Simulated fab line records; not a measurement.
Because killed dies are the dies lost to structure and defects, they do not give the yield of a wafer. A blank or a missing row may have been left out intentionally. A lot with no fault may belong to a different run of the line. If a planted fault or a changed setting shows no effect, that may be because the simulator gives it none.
Commonality check across tools | flow nandHarc | Lots sampled 14, wafers sampled 42

== THE REASON FOR OPENING IT ==
Flagged at NHARC_A_ONON_D1_THK_MEAS_18: reading thkNm, on 2 of 14 lots. Wafers without a fault read 999 nm, standard deviation 10.
Rule: a lot is flagged in two cases, either no wafer of it has a number, or all its wafers with numbers fall more than 4 standard deviations from that mean. All remaining lots are regarded as sound.

lot  | measured     | on           | thkNm (nm), wafer by wafer | flag
L524 | day 8 09:41  | filmMetro-01 | 994 996 994                | 
L525 | day 8 09:41  | filmMetro-02 | 985 985 984                | 
L526 | day 8 22:43  | filmMetro-02 | 1007 1006 1005             | 
L535 | day 12 19:17 | filmMetro-01 | 707 707 707                | FLAGGED
L536 | day 13 12:17 | filmMetro-01 | 704 705 706                | FLAGGED
L537 | day 13 12:17 | filmMetro-01 | 995 995 997                | 
L538 | day 14 01:49 | filmMetro-01 | 1003 1003 1002             | 
L539 | day 14 01:50 | filmMetro-02 | 1004 1002 1001             | 
L541 | day 14 22:48 | filmMetro-01 | 989 989 989                | 
L542 | day 15 16:49 | filmMetro-01 | 994 994 996                | 
L544 | day 16 11:03 | filmMetro-02 | 991 990 992                | 
L545 | day 17 07:02 | filmMetro-02 | 989 989 988                | 
L547 | day 17 13:37 | filmMetro-01 | 1002 1000 1002             | 
L546 | day 17 13:37 | filmMetro-02 | 1006 1006 1006             | 
The numbers of the flagged lots are 706 nm on average: -293 nm against the usual, or -29 standard deviations.

== WHICH TOOL RAN EACH LOT ==
The record holds 1 process step before the reading, out of a route of 1302 steps. Read each cell as the tool, then ch plus the chambers that the sampled wafers visited, then the start.
lot  | flag    | NHARC_A_ONON_D1_DEP_16
L524 |         | pecvdOnon-03 ch 0, day 8 09:10
L525 |         | pecvdOnon-04 ch 0, day 8 09:14
L526 |         | pecvdOnon-04 ch 0, day 8 22:23
L535 | FLAGGED | pecvdOnon-04 ch 0, day 12 18:50
L536 | FLAGGED | pecvdOnon-04 ch 0, day 13 11:46
L537 |         | pecvdOnon-01 ch 0, day 13 11:47
L538 |         | pecvdOnon-03 ch 0, day 14 01:19
L539 |         | pecvdOnon-01 ch 0, day 14 01:23
L541 |         | pecvdOnon-03 ch 0, day 14 22:17
L542 |         | pecvdOnon-01 ch 0, day 15 16:19
L544 |         | pecvdOnon-04 ch 0, day 16 10:36
L545 |         | pecvdOnon-01 ch 0, day 17 06:39
L547 |         | pecvdOnon-04 ch 0, day 17 13:10
L546 |         | pecvdOnon-01 ch 0, day 17 13:10
What these steps do:
- NHARC_A_ONON_D1_DEP_16: target thk 1000 nm.
- NHARC_A_ONON_D1_THK_MEAS_18: measures by ellipsometry.

== FLAGGED OVER TOTAL, TOOL BY TOOL (the gauges that took the reading come last) ==
step                        | tool         | lots run | flagged | share of the flagged lots | sound lots run after its first flagged lot
NHARC_A_ONON_D1_DEP_16      | pecvdOnon-01 | 5        | 0       | none                      | -
NHARC_A_ONON_D1_DEP_16      | pecvdOnon-03 | 3        | 0       | none                      | -
NHARC_A_ONON_D1_DEP_16      | pecvdOnon-04 | 6        | 2       | all                       | 2 (L544,L547)
NHARC_A_ONON_D1_THK_MEAS_18 | filmMetro-01 | 8        | 2       | all                       | 5 (L537,L538,L541,L542,L547)
NHARC_A_ONON_D1_THK_MEAS_18 | filmMetro-02 | 6        | 0       | none                      | -

== THE TABLE: WHAT IT ALLOWS ==
Table rows that saw every flagged lot: 2, namely pecvdOnon-04 at NHARC_A_ONON_D1_DEP_16 and filmMetro-01 at NHARC_A_ONON_D1_THK_MEAS_18.
- pecvdOnon-04 at NHARC_A_ONON_D1_DEP_16 ran 6 lots, 2 of them flagged. Sound lots ran on it after the first flagged one (L544, L547), which a lasting fault on the whole tool wouldn't allow.
- filmMetro-01 at NHARC_A_ONON_D1_THK_MEAS_18 ran 8 lots, 2 of them flagged. Sound lots ran on it after the first flagged one (L537, L538, L541, L542, L547), which a lasting fault on the whole tool wouldn't allow.
There is no row in the table that ran each flagged lot and no sound lot after the first.

== WHAT HAD BEEN PUT IN BY THE SIMULATOR ==
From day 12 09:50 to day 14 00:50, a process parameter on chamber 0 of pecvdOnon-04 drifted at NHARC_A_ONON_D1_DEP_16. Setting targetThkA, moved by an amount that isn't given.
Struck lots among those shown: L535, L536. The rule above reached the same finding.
